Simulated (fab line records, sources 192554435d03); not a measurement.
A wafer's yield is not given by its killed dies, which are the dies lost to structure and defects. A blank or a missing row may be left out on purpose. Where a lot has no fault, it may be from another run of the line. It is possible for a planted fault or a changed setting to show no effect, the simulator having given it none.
Comparing a struck lot with a sound one + flow n5Finfet + 36 steps out of a route of 1938
Sound: wafers L677.1, L677.3, L677.5. Wafers L666.1, L666.2, L666.6 were the ones struck. Last of all comes the cause.
Order at every step that has rows: each side's tool, ch and its chambers, its first start. Under that, the readings that differ: sound wafers + struck wafers + difference of the means + sigmas: that difference in standard deviations of wafers without a fault.
alike: readings with means less than 2 such deviations apart, plus words and numbers identical on both sides. not compared: withheld readings, readings lacking a value on some wafer, bounds such as >300 that could conceal the same value, and numbers that have no deviation in the record and whose values overlap.
The two part at a step that has a row with sigmas, a row that says differs or no value, or rows on one side only. Numbers that have no deviation but don't overlap get no sigmas and don't part them. Lack of a reading on every wafer of one side parts them only where that side has two or more wafers.

first, 9 steps without rows for these wafers: N5_BEOL_M4_ANNEAL_95 (time 240 s); N5_BEOL_M4_SPUTTER_96 (material Cu, target thk 4.5 nm, time 8.29 s); N5_BEOL_M4_ECD_50 (material Cu, target thk 300 nm); N5_BEOL_M4_ANNEAL_51 (time 90 s); N5_BEOL_M4_CMP_52 (polishes, stops on SiOC, t overpolish 6.8 s, target thk 40 nm); N5_BEOL_M4_PRE_CLEAN_60 (time 15 s); N5_BEOL_M4_CO_CAP_55 (material Co, precursor CCTBA/H2, target thk 2 nm, time 102.1 s); N5_BEOL_M4_PRE_CLEAN_56 (time 15 s); N5_BEOL_M4_DEP_57 (deposits SiCN from 3MS/NH3, target thk 8 nm, time 14 s).
N5_BEOL_M4_RC_MEAS_101:
  sound on prober-01 ch 0, day 13 09:16; struck on prober-02 ch 0, day 10 20:58
  alike: DIBL_N, DIBL_P, IOFF_N, IOFF_P, ION_N, ION_P, SS_N, SS_P, VT_N, VT_P
then, 24 steps without rows for these wafers: N5_BEOL_M5_ILD_DEP_00 (deposits SiCOH lowk from DEMS/porogen, target thk 140.64 nm, time 25.9 s); N5_BEOL_M5_CURE_79 (cures SiCOH lowk, time 240 s); N5_BEOL_M5_PECVD_70 (deposits SiO2 from TEOS/O2, target thk 16 nm, time 18 s); N5_BEOL_M5_HM_DEP_02 (deposits TiN, target thk 20 nm); N5_BEOL_M5_COAT_59 (time 60 s, resist thk 60 nm); N5_BEOL_M5_COAT_60 (time 60 s, resist thk 12 nm); N5_BEOL_M5_COAT_71 (time 60 s, resist thk 5 nm); N5_BEOL_M5_COAT_05 (resist thk 30 nm); N5_BEOL_M5_EBR_07; N5_BEOL_M5_SOFTBAKE_06 (time 60 s); N5_BEOL_M5_EXPOSE_08 (exposes mask M5, target cd 28 nm); N5_BEOL_M5_PEB_09 (peb time 60 s); N5_BEOL_M5_DEVELOP_10 (develop time 30 s); N5_BEOL_M5_DESCUM_16 (chemistry O2, time 7 s); N5_BEOL_M5_ETCH_72 (etches underlayer in N2/H2, target depth 6.5 nm, time 5.2 s); N5_BEOL_M5_ETCH_61 (etches SiARC in CF4, target depth 15.6 nm, time 26 s); N5_BEOL_M5_ETCH_62 (etches SOC in N2/H2, target depth 75 nm, overetch 15 nm, time 112.5 s); N5_BEOL_M5_STRIP_63 (strips in N2/H2); N5_BEOL_M5_STRIP_73 (strips in N2/H2); N5_BEOL_M5_STRIP_64 (strips in CF4); N5_BEOL_M5_HM_OPEN_17 (chemistry Cl2/BCl3, target TiN, target depth 20 nm, overetch 6 nm); N5_BEOL_M5_STRIP_19 (strips in O2); N5_BEOL_M5_COAT_65 (time 60 s, resist thk 60 nm); N5_BEOL_M5_COAT_66 (time 60 s, resist thk 12 nm).
N5_BEOL_M6_PECVD_70: deposits SiO2 from TEOS/O2, target thk 20 nm, time 22.7 s.
  sound on pecvd-01 ch 1,2, day 13 22:20; struck on pecvd-02 ch 0,1,2, day 11 10:41
  no value came back on the struck wafers for any of 5 readings (chamberPressureTorr (Torr), heaterPowerOuterW (W) and others); on the sound wafers chamberPressureTorr (Torr) reads 5.495 5.497 5.490
-- record jumps: 4 days separate the struck wafers' starts on either side; left off in module BEOL_M6, taken up again in module PASSIVATION, whose first shown step is the route's number 1936 --
N5_PASSIVATION_PROBE_49:
  sound on prober-01, day 17 16:40; struck on prober-02, day 15 00:17
| reading                 | sound          | struck         | difference | sigmas |
|-------------------------|----------------|----------------|------------|--------|
| defectLimitedYield (%)  | 91.6 89.1 90.1 | 65.3 66.8 66.3 | -24.1      | -17    |
| killed_at_M4_up         | 10 24 10       | 340 323 321    | +313       | +63    |
| killedDies              | 99 129 117     | 409 392 398    | +285       | +18    |
| killedOnRim             | 14 23 13       | 10 71 93       | +41        | +10    |
| sort_bin_5_function (%) | 4.6 5.8 6.0    | 31.4 31.1 31.2 | +25.8      | +27    |
| sort_bin_6_memory (%)   | 3.4 4.2 3.6    | 3.1 2.1 2.3    | -1.2       | -2     |
| sortNPass               | 1081 1051 1063 | 771 788 782    | -285       | -18    |
| sortYieldPct (%)        | 91.6 89.1 90.1 | 65.3 66.8 66.3 | -24.1      | -17    |
  alike: killed_at_M0_to_M3, killedAtContacts, killedAtFrontEnd, killedAtOther, killedOpen, killedShort

WHERE THEY PART
Earliest at N5_BEOL_M6_PECVD_70; latest, in this record, at N5_PASSIVATION_PROBE_49.

WHY: what the simulator had put in
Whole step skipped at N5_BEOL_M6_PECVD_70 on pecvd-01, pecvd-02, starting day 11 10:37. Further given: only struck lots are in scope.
